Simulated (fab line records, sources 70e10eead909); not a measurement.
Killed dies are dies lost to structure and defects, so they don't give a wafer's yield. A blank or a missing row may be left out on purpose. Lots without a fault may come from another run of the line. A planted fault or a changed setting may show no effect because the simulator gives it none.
Problem report in the 8D (eight disciplines) form, filled by code | flow nand_harc | the parts of the form that need people (team, actions taken, sign-off) are left out

1. THE PROBLEM
exposure_dose_mJ_cm2 at NHARC_P_M0_EXPOSE_06 reads a mean of 81.64 on 2 wafers of 1 lot; wafers without a fault read 81.30 with a standard deviation of 0.079. That is +4.2 standard deviations from the usual mean.
The step: exposes mask P M0, target cd 90 nm.
First seen on wafer L729.3, day 9 00:22, on arfi_scanner-01. The record holds 38 wafers of 13 lots with a number at this step. Rule for "out", or "out of limits": more than 4 standard deviations from the usual mean. The other wafers with a number count as sound.

2. WHAT IT IS AND WHAT IT IS NOT
question                    | is                     | is not
which readings at this step | exposure_dose_mJ_cm2   | -
which lots                  | L729                   | L717, L720, L721, L723, L724, L725, L730, L734, L736, L737, L738, L739
which wafers of those lots  | all that have a number | -
read on which tools         | arfi_scanner-01        | arfi_scanner-02, arfi_scanner-03
when                        | from day 9 00:22       | up to then (21 sound wafers); but 15 sound wafers of L734, L736, L737, L738, L739 came after

3. SUSPECTS, AND WHAT RULES EACH OUT
Counting: a tool at a process step up to the reading stays a suspect if it ran every lot that is out and no sound lot after the first of them.
- cvd_w-01 at NHARC_P_CONTACT_CVD_23 (deposits W, target thk 200 nm, time 557 s): ruled out as a lasting fault. Sound lots L738, L739 ran on it after its first lot that is out, L729 (day 8 23:37). NHARC_P_CONTACT_CVD_23 gives no start for some lots, so the hours and the order of its lots are those of NHARC_P_CONTACT_INSPECT_27.
- arfi_scanner-01 at NHARC_P_M0_EXPOSE_06 (exposes mask P M0, target cd 90 nm): kept. It ran the lot that is out, L729 (day 9 00:22), and no sound lot after that; its last sound lot up to then is L725 (day 7 16:38). Its own readings are out on those wafers: exposure_dose_mJ_cm2.
Left after counting: arfi_scanner-01 at NHARC_P_M0_EXPOSE_06.

4. THE CAUSE (what the simulator had put in)
Process parameter drift: arfi_scanner-01, from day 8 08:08 on, at NHARC_P_M0_EXPOSE_06. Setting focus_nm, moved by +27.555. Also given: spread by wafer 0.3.
Counting left only this tool.

5. THE CHAIN OF EFFECTS, in route order
Each row: a reading whose mean over the struck wafers that have a number lies more than 3 standard deviations from the usual. Only readings for which the record gives a usual standard deviation are gone through. hours: the time from each lot's start at the first step in this table that gives one to its start at this step, as a median over the lots. sigmas: the change in usual standard deviations.
hours | step                 | reading              | usual | on struck wafers | change | sigmas
0     | NHARC_P_M0_EXPOSE_06 | exposure_dose_mJ_cm2 | 81.30 | 81.64            | +0.34  | +4.2
The process steps in it:
- NHARC_P_M0_EXPOSE_06: exposes mask P M0, target cd 90 nm.
Later measuring or inspecting steps at which every struck wafer that the step has a row for has a number for every such reading, and none has moved that far: NHARC_END_SORT_01.

6. WHAT WOULD HAVE CAUGHT IT SOONER
In this record the first reading out of limits was taken at day 9 00:22, 16 hours after the fault began at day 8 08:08.
